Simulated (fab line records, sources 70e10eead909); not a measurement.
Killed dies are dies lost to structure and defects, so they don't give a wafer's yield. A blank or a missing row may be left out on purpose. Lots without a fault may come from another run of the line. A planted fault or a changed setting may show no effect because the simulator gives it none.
Which tool did it? | flow nand_harc | 24 lots, 72 wafers sampled, at 6 steps of a route of 1302

WHAT THE GAUGES READ, wafer by wafer
The record holds no reading of a measuring or inspecting step that can be judged against a usual standard deviation.

WHICH TOOL RAN EACH LOT (tool, then ch and the chambers of the sampled wafers, then the start)
lot  | NHARC_A_STAIRCASE_TRIM_235                    | NHARC_A_STAIRCASE_ETCH_236                    | NHARC_A_STAIRCASE_STRIP_254          | NHARC_A_STAIRCASE_HM_DEP_456  | NHARC_A_STAIRCASE_HM_OPEN_457  | NHARC_A_STAIRCASE_ETCH_294
L074 | rie_diel-12 ch 1,2, day 16 02:18 or earlier   | rie_diel-12 ch 1,2,3, day 16 02:18 or earlier | plasma_asher-02 ch 0,1, day 16 02:18 | acl_dep-02 ch 0, day 16 03:38 | rie_diel-12 ch 0,1,3, no start | rie_diel-07 ch 1,2,3, no start
L076 | rie_diel-08 ch 0,1,3, day 17 01:25 or earlier | rie_diel-08 ch 0,1,2, day 17 01:25 or earlier | plasma_asher-01 ch 0,1, day 17 01:25 | acl_dep-01 ch 0, day 17 03:30 | rie_diel-08 ch 0,1,3, no start | rie_diel-12 ch 0,1,2, no start
L075 | rie_diel-12 ch 0,2, day 16 22:51 or earlier   | rie_diel-12 ch 0,3, day 16 22:51 or earlier   | plasma_asher-02 ch 0,1, day 16 22:51 | acl_dep-02 ch 0, day 17 02:46 | rie_diel-07 ch 1,2,3, no start | rie_diel-07 ch 1,2, no start
L077 | rie_diel-12 ch 1,2,3, day 17 13:35 or earlier | rie_diel-12 ch 0,1,3, day 17 13:35 or earlier | plasma_asher-02 ch 1, day 17 13:35   | acl_dep-02 ch 0, day 17 18:29 | rie_diel-08 ch 1,2,3, no start | rie_diel-08 ch 0,2, no start
L078 | rie_diel-07 ch 1,2,3, day 18 06:50 or earlier | rie_diel-07 ch 1,2,3, day 18 06:50 or earlier | plasma_asher-02 ch 0,1, day 18 06:50 | acl_dep-01 ch 0, day 18 08:00 | rie_diel-07 ch 0,2,3, no start | rie_diel-08 ch 0,2,3, no start
L079 | rie_diel-12 ch 0,1,2, day 18 07:07 or earlier | rie_diel-12 ch 0,1,3, day 18 07:07 or earlier | plasma_asher-01 ch 0,1, day 18 07:07 | acl_dep-03 ch 0, day 18 11:26 | rie_diel-08 ch 1,2,3, no start | rie_diel-12 ch 0,2,3, no start
L080 | rie_diel-08 ch 0,2,3, day 18 12:04 or earlier | rie_diel-08 ch 0,1,3, day 18 12:04 or earlier | plasma_asher-02 ch 0,1, day 18 12:04 | acl_dep-01 ch 0, day 18 13:36 | rie_diel-07 ch 0,1,3, no start | rie_diel-12 ch 0,1,3, no start
L081 | rie_diel-12 ch 0,2,3, day 19 12:20 or earlier | rie_diel-12 ch 2,3, day 19 12:20 or earlier   | plasma_asher-02 ch 0,1, day 19 12:20 | acl_dep-03 ch 0, day 19 13:40 | rie_diel-08 ch 1,2, no start   | rie_diel-08 ch 0,1,2, no start
L082 | rie_diel-08 ch 1,2, day 19 17:48 or earlier   | rie_diel-08 ch 0,1,3, day 19 17:48 or earlier | plasma_asher-02 ch 0,1, day 19 17:48 | acl_dep-01 ch 0, day 19 18:37 | rie_diel-07 ch 1,2,3, no start | rie_diel-08 ch 0,2, no start
L083 | rie_diel-08 ch 0,1,2, day 20 07:38 or earlier | rie_diel-08 ch 0,1,3, day 20 07:38 or earlier | plasma_asher-01 ch 0,1, day 20 07:38 | acl_dep-02 ch 0, day 20 12:58 | rie_diel-08 ch 1,2,3, no start | rie_diel-12 ch 1,2, no start
L084 | rie_diel-08 ch 1,2, day 20 15:13 or earlier   | rie_diel-08 ch 0,3, day 20 15:13 or earlier   | plasma_asher-01 ch 0,1, day 20 15:13 | acl_dep-01 ch 0, day 20 16:02 | rie_diel-12 ch 1,3, no start   | rie_diel-12 ch 0,3, no start
L085 | rie_diel-08 ch 1,3, day 20 23:31 or earlier   | rie_diel-08 ch 0,3, day 20 23:31 or earlier   | plasma_asher-01 ch 0,1, day 20 23:31 | acl_dep-03 ch 0, day 21 00:17 | rie_diel-07 ch 0,1,3, no start | rie_diel-07 ch 1,2,3, no start
L087 | rie_diel-07 ch 1,2, day 21 04:34 or earlier   | rie_diel-07 ch 0,1,3, day 21 04:34 or earlier | plasma_asher-01 ch 0,1, day 21 04:34 | acl_dep-01 ch 0, day 21 06:14 | rie_diel-12 ch 0,1,3, no start | rie_diel-07 ch 0,1,3, no start
L086 | rie_diel-08 ch 2,3, day 21 05:11 or earlier   | rie_diel-08 ch 1,2,3, day 21 05:11 or earlier | plasma_asher-01 ch 0,1, day 21 05:11 | acl_dep-02 ch 0, day 21 07:31 | rie_diel-08 ch 0,2,3, no start | rie_diel-08 ch 0,1,3, no start
L088 | rie_diel-08 ch 0,1, day 22 06:37 or earlier   | rie_diel-08 ch 1,2, day 22 06:37 or earlier   | plasma_asher-01 ch 0,1, day 22 06:37 | acl_dep-01 ch 0, day 22 07:43 | rie_diel-08 ch 1,2,3, no start | rie_diel-12 ch 0,2,3, no start
L089 | rie_diel-07 ch 0,2, day 22 07:47 or earlier   | rie_diel-07 ch 0,2, day 22 07:47 or earlier   | plasma_asher-02 ch 0,1, day 22 07:47 | acl_dep-03 ch 0, day 22 10:03 | rie_diel-08 ch 1,3, no start   | rie_diel-12 ch 2,3, no start
L090 | rie_diel-07 ch 1,2,3, day 23 01:27 or earlier | rie_diel-07 ch 0,3, day 23 01:27 or earlier   | plasma_asher-02 ch 0,1, day 23 01:27 | acl_dep-03 ch 0, day 23 03:50 | rie_diel-07 ch 0,1,3, no start | rie_diel-07 ch 2,3, no start
L091 | rie_diel-07 ch 1,3, day 23 15:23 or earlier   | rie_diel-07 ch 0,1, day 23 15:23 or earlier   | plasma_asher-02 ch 0,1, day 23 15:23 | acl_dep-03 ch 0, day 23 17:32 | rie_diel-07 ch 2,3, no start   | rie_diel-08 ch 0,1,2, no start
L092 | rie_diel-08 ch 0,2, day 23 15:56 or earlier   | rie_diel-08 ch 0,1, day 23 15:56 or earlier   | plasma_asher-01 ch 0,1, day 23 15:56 | acl_dep-01 ch 0, day 23 18:08 | rie_diel-07 ch 2,3, no start   | rie_diel-07 ch 0,2, no start
L093 | rie_diel-12 ch 0,2,3, day 24 07:05 or earlier | rie_diel-12 ch 0,2,3, day 24 07:05 or earlier | plasma_asher-02 ch 0,1, day 24 07:05 | acl_dep-02 ch 0, day 24 08:31 | rie_diel-07 ch 0,1,2, no start | rie_diel-12 ch 0,1, no start
L094 | rie_diel-08 ch 0,1,2, day 24 12:54 or earlier | rie_diel-08 ch 0,1,2, day 24 12:54 or earlier | plasma_asher-01 ch 1, day 24 12:54   | acl_dep-02 ch 0, day 24 16:07 | rie_diel-07 ch 0,1,3, no start | rie_diel-08 ch 1,2,3, no start
L096 | rie_diel-08 ch 0,1,3, day 25 07:25 or earlier | rie_diel-08 ch 0,1,3, day 25 07:25 or earlier | plasma_asher-01 ch 0,1, day 25 07:25 | acl_dep-01 ch 0, day 25 08:11 | rie_diel-08 ch 0,1,3, no start | rie_diel-08 ch 1,2, no start
L095 | rie_diel-07 ch 0,1,3, day 25 07:37 or earlier | rie_diel-07 ch 0,2,3, day 25 07:37 or earlier | plasma_asher-02 ch 0,1, day 25 07:37 | acl_dep-01 ch 0, day 25 10:35 | rie_diel-07 ch 2,3, no start   | rie_diel-12 ch 0,3, no start
L097 | rie_diel-12 ch 0,1,2, day 26 12:06 or earlier | rie_diel-12 ch 0,1,3, day 26 12:06 or earlier | plasma_asher-01 ch 0, day 26 12:06   | acl_dep-03 ch 0, day 26 13:02 | rie_diel-12 ch 0,1,2, no start | rie_diel-07 ch 2,3, no start
- NHARC_A_STAIRCASE_TRIM_235: chemistry O2, time 211.2 s.
- NHARC_A_STAIRCASE_ETCH_236: etches the open film in C4F8/O2, target depth 100 nm, time 40.5 s.
- NHARC_A_STAIRCASE_STRIP_254: strips in O2.
- NHARC_A_STAIRCASE_HM_DEP_456: deposits aC, target thk 3100 nm.
- NHARC_A_STAIRCASE_HM_OPEN_457: chemistry O2/COS.
- NHARC_A_STAIRCASE_ETCH_294: etches the open film in C4F8/O2/Ar, target depth 4989 nm, time 1211.6 s.

WHAT THE TOOLS THEMSELVES READ (means of the sampled wafers that have a number; where no wafer has one, the mark that the record gives instead)
NHARC_A_STAIRCASE_TRIM_235.
lot  | tool        | drypump_motor_current_A (A) | mfc_ar_sccm (sccm) | o2_flow_sccm (sccm) | oes_product_au (a.u.) | rf_vpp_V (V) | showerhead_plenum_p_Torr (Torr) | throttle_valve_pct (%)
L074 | rie_diel-12 | 5.7                         | 0.000              | 497.8               | 0.996                 | 58.9         | 3.49                            | 17.039
L076 | rie_diel-08 | 5.9                         | 0.001              | 501.6               | 1.001                 | 57.6         | 3.46                            | 17.041
L075 | rie_diel-12 | 5.9                         | 0.000              | 500.7               | 0.989                 | 57.6         | 3.57                            | 17.038
L077 | rie_diel-12 | 5.8                         | 0.000              | 499.6               | 0.990                 | 58.2         | 3.55                            | 17.033
L078 | rie_diel-07 | 5.7                         | 0.001              | 500.7               | 1.018                 | 57.1         | 3.42                            | 17.030
L079 | rie_diel-12 | 5.7                         | 0.000              | 498.9               | 0.997                 | 57.6         | 3.49                            | 17.034
L080 | rie_diel-08 | 6.0                         | 0.009              | 499.9               | 0.991                 | 58.6         | 3.52                            | 17.028
L081 | rie_diel-12 | 5.9                         | 0.000              | 500.9               | 1.000                 | 57.3         | 3.55                            | 17.049
L082 | rie_diel-08 | 5.7                         | 0.018              | 500.8               | 1.000                 | 58.5         | 3.54                            | 17.035
L083 | rie_diel-08 | 5.7                         | 0.010              | 499.6               | 0.999                 | 58.0         | 3.43                            | 17.033
L084 | rie_diel-08 | 5.8                         | 0.018              | 498.9               | 1.004                 | 57.9         | 3.54                            | 17.032
L085 | rie_diel-08 | 5.7                         | 0.002              | 499.3               | 1.015                 | 58.2         | 3.48                            | 17.042
L087 | rie_diel-07 | 6.2                         | 0.001              | 500.1               | 1.017                 | 56.9         | 3.42                            | 17.039
L086 | rie_diel-08 | 6.2                         | 0.009              | 499.8               | 1.005                 | 57.5         | 3.64                            | 17.027
L088 | rie_diel-08 | 5.6                         | 0.002              | 500.4               | 1.014                 | 57.1         | 3.35                            | 17.036
L089 | rie_diel-07 | 5.9                         | 0.013              | 500.0               | 0.989                 | 57.1         | 3.48                            | 17.042
L090 | rie_diel-07 | 5.7                         | 0.001              | 499.4               | 0.997                 | 57.1         | 3.41                            | 17.031
L091 | rie_diel-07 | 5.8                         | 0.000              | 498.5               | 1.005                 | 57.1         | 3.36                            | 17.031
L092 | rie_diel-08 | 5.8                         | 0.009              | 499.4               | 0.996                 | 56.6         | 3.38                            | 17.041
L093 | rie_diel-12 | 5.9                         | 0.000              | 500.6               | 1.002                 | 58.3         | 3.53                            | 17.034
L094 | rie_diel-08 | 5.7                         | 0.010              | 500.3               | 1.003                 | 58.2         | 3.60                            | 17.033
L096 | rie_diel-08 | 5.9                         | 0.001              | 499.6               | 1.001                 | 58.6         | 3.61                            | 17.044
L095 | rie_diel-07 | 5.7                         | 0.011              | 498.3               | 1.008                 | 57.3         | 3.39                            | 17.035
L097 | rie_diel-12 | 5.8                         | 0.000              | 499.6               | 0.998                 | 57.3         | 3.46                            | 17.039

NHARC_A_STAIRCASE_ETCH_236.
lot  | tool        | oes_product_au (a.u.) | rf_vpp_V (V)
L074 | rie_diel-12 | 0.946                 | 896
L076 | rie_diel-08 | 0.953                 | 893
L075 | rie_diel-12 | 0.944                 | 897
L077 | rie_diel-12 | 0.938                 | 895
L078 | rie_diel-07 | 0.944                 | 892
L079 | rie_diel-12 | 0.939                 | 895
L080 | rie_diel-08 | 0.930                 | 893
L081 | rie_diel-12 | 0.934                 | 899
L082 | rie_diel-08 | 0.935                 | 893
L083 | rie_diel-08 | 0.940                 | 893
L084 | rie_diel-08 | 0.929                 | 892
L085 | rie_diel-08 | 0.930                 | 896
L087 | rie_diel-07 | 0.952                 | 892
L086 | rie_diel-08 | 0.952                 | 897
L088 | rie_diel-08 | 0.947                 | 895
L089 | rie_diel-07 | 0.938                 | 895
L090 | rie_diel-07 | 0.943                 | 891
L091 | rie_diel-07 | 0.940                 | 893
L092 | rie_diel-08 | 0.941                 | 888
L093 | rie_diel-12 | 0.945                 | 897
L094 | rie_diel-08 | 0.950                 | 898
L096 | rie_diel-08 | 0.947                 | 898
L095 | rie_diel-07 | 0.939                 | 892
L097 | rie_diel-12 | 0.933                 | 893

NHARC_A_STAIRCASE_STRIP_254.
lot  | tool            | drypump_motor_current_A (A) | heater_power_w (W) | temp_c (C)
L074 | plasma_asher-02 | 5.5                         | 378                | 250.01
L076 | plasma_asher-01 | 6.1                         | 328                | 249.94
L075 | plasma_asher-02 | 5.4                         | 384                | 250.08
L077 | plasma_asher-02 | 5.7                         | 385                | 249.98
L078 | plasma_asher-02 | 5.6                         | 384                | 250.08
L079 | plasma_asher-01 | 6.1                         | 323                | 250.10
L080 | plasma_asher-02 | 5.6                         | 393                | 249.97
L081 | plasma_asher-02 | 5.5                         | 396                | 249.93
L082 | plasma_asher-02 | 5.6                         | 392                | 249.93
L083 | plasma_asher-01 | 6.1                         | 327                | 249.85
L084 | plasma_asher-01 | 6.1                         | 335                | 249.91
L085 | plasma_asher-01 | 6.1                         | 332                | 250.23
L087 | plasma_asher-01 | 6.4                         | 328                | 249.93
L086 | plasma_asher-01 | 6.4                         | 325                | 250.04
L088 | plasma_asher-01 | 6.3                         | 326                | 250.06
L089 | plasma_asher-02 | 5.5                         | 394                | 249.79
L090 | plasma_asher-02 | 5.6                         | 398                | 249.96
L091 | plasma_asher-02 | 5.5                         | 400                | 249.95
L092 | plasma_asher-01 | 6.4                         | 318                | 250.07
L093 | plasma_asher-02 | 5.6                         | 396                | 249.96
L094 | plasma_asher-01 | 5.8                         | 322                | 250.06
L096 | plasma_asher-01 | 6.4                         | 319                | 250.28
L095 | plasma_asher-02 | 5.6                         | 399                | 250.08
L097 | plasma_asher-01 | 6.7                         | 319                | 250.08

NHARC_A_STAIRCASE_HM_DEP_456.
lot  | tool       | throttle_valve_pct (%)
L074 | acl_dep-02 | 34.998
L076 | acl_dep-01 | 35.001
L075 | acl_dep-02 | 35.001
L077 | acl_dep-02 | 35.005
L078 | acl_dep-01 | 35.007
L079 | acl_dep-03 | 35.002
L080 | acl_dep-01 | 35.002
L081 | acl_dep-03 | 34.999
L082 | acl_dep-01 | 34.999
L083 | acl_dep-02 | 35.002
L084 | acl_dep-01 | 35.004
L085 | acl_dep-03 | 34.997
L087 | acl_dep-01 | 35.006
L086 | acl_dep-02 | 35.006
L088 | acl_dep-01 | 35.011
L089 | acl_dep-03 | 34.995
L090 | acl_dep-03 | 34.991
L091 | acl_dep-03 | 34.998
L092 | acl_dep-01 | 34.998
L093 | acl_dep-02 | 35.003
L094 | acl_dep-02 | 35.007
L096 | acl_dep-01 | 35.004
L095 | acl_dep-01 | 34.998
L097 | acl_dep-03 | 35.006

NHARC_A_STAIRCASE_HM_OPEN_457.
lot  | tool        | drypump_motor_current_A (A) | mfc_ar_sccm (sccm) | o2_flow_sccm (sccm) | oes_product_au (a.u.) | rf_vpp_V (V) | showerhead_plenum_p_Torr (Torr) | throttle_valve_pct (%)
L074 | rie_diel-12 | 5.8                         | 0.000              | 400.1               | 0.995                 | 467.1        | 3.10                            | 28.329
L076 | rie_diel-08 | 5.9                         | 0.001              | 399.4               | 0.996                 | 465.5        | 3.06                            | 28.320
L075 | rie_diel-07 | 5.7                         | 0.001              | 399.7               | 1.000                 | 465.0        | 3.03                            | 28.322
L077 | rie_diel-08 | 5.9                         | 0.010              | 399.2               | 1.006                 | 467.7        | 3.15                            | 28.331
L078 | rie_diel-07 | 5.6                         | 0.012              | 399.6               | 1.012                 | 465.4        | 3.05                            | 28.329
L079 | rie_diel-08 | 5.9                         | 0.010              | 399.1               | 1.003                 | 467.9        | 3.15                            | 28.326
L080 | rie_diel-07 | 5.7                         | 0.011              | 400.0               | 0.991                 | 464.6        | 3.02                            | 28.331
L081 | rie_diel-08 | 5.7                         | 0.018              | 399.6               | 1.010                 | 466.8        | 3.14                            | 28.325
L082 | rie_diel-07 | 5.7                         | 0.001              | 399.6               | 1.004                 | 465.3        | 3.02                            | 28.328
L083 | rie_diel-08 | 5.9                         | 0.010              | 400.5               | 1.001                 | 467.3        | 3.14                            | 28.328
L084 | rie_diel-12 | 5.7                         | 0.000              | 400.2               | 0.983                 | 465.9        | 3.06                            | 28.334
L085 | rie_diel-07 | 5.7                         | 0.011              | 399.9               | 1.010                 | 464.7        | 3.01                            | 28.322
L087 | rie_diel-12 | 5.8                         | 0.000              | 399.6               | 0.986                 | 466.5        | 3.08                            | 28.333
L086 | rie_diel-08 | 6.0                         | 0.009              | 399.8               | 0.992                 | 466.7        | 3.10                            | 28.333
L088 | rie_diel-08 | 5.9                         | 0.010              | 399.5               | 1.010                 | 467.4        | 3.14                            | 28.327
L089 | rie_diel-08 | 6.1                         | 0.001              | 399.6               | 1.002                 | 467.7        | 3.15                            | 28.325
L090 | rie_diel-07 | 5.7                         | 0.011              | 400.2               | 0.994                 | 464.5        | 3.00                            | 28.339
L091 | rie_diel-07 | 5.6                         | 0.003              | 399.2               | 0.984                 | 465.7        | 3.05                            | 28.324
L092 | rie_diel-07 | 5.3                         | 0.001              | 399.3               | 0.990                 | 464.7        | 3.00                            | 28.329
L093 | rie_diel-07 | 6.0                         | 0.012              | 399.9               | 1.010                 | 465.6        | 3.04                            | 28.335
L094 | rie_diel-07 | 5.7                         | 0.011              | 400.3               | 0.999                 | 465.2        | 3.00                            | 28.334
L096 | rie_diel-08 | 5.9                         | 0.001              | 401.2               | 1.011                 | 468.1        | 3.19                            | 28.336
L095 | rie_diel-07 | 5.6                         | 0.003              | 398.9               | 1.007                 | 465.1        | 3.04                            | 28.327
L097 | rie_diel-12 | 5.7                         | 0.000              | 399.5               | 0.997                 | 465.8        | 3.06                            | 28.329

NHARC_A_STAIRCASE_ETCH_294.
lot  | tool        | oes_product_au (a.u.) | rf_vpp_V (V)
L074 | rie_diel-07 | 0.938                 | 1819
L076 | rie_diel-12 | 0.927                 | 1825
L075 | rie_diel-07 | 0.939                 | 1820
L077 | rie_diel-08 | 0.919                 | 1825
L078 | rie_diel-08 | 0.924                 | 1826
L079 | rie_diel-12 | 0.923                 | 1829
L080 | rie_diel-12 | 0.924                 | 1823
L081 | rie_diel-08 | 0.937                 | 1820
L082 | rie_diel-08 | 0.934                 | 1824
L083 | rie_diel-12 | 0.916                 | 1822
L084 | rie_diel-12 | 0.928                 | 1825
L085 | rie_diel-07 | 0.928                 | 1818
L087 | rie_diel-07 | 0.948                 | 1817
L086 | rie_diel-08 | 0.926                 | 1820
L088 | rie_diel-12 | 0.939                 | 1828
L089 | rie_diel-12 | 0.949                 | 1832
L090 | rie_diel-07 | 0.924                 | 1817
L091 | rie_diel-08 | 0.933                 | 1831
L092 | rie_diel-07 | 0.927                 | 1823
L093 | rie_diel-12 | 0.924                 | 1817
L094 | rie_diel-08 | 0.942                 | 1828
L096 | rie_diel-08 | 0.931                 | 1822
L095 | rie_diel-12 | 0.931                 | 1822
L097 | rie_diel-07 | 0.930                 | 1816

THE ANSWER, worked out from the rows above alone
Rule: what is usual is taken from the lots themselves. Put in order of their means at a reading, lots are off if they are a third of the lots or fewer, leave a main group of 4 or more, and stand apart from it by a gap of 3 or more times the standard deviation of the main group's means; of several such gaps the widest counts. A main group whose means are all the same, to the digits that the tables above print for the reading, isn't used. A lot without any number at a reading at which 4 lots or more have one is off too. The other lots that the step has rows for count as sound. The gauges are gone through in route order, then the tools' own readings, and for those a lot's mean is taken as printed above. The first step at which some lot is off is used, and at that step the reading that is off furthest; a lot without a number counts as furthest.
No lot is off at any reading shown: from this, nothing can be told.

WHAT THE SIMULATOR HAD PUT IN
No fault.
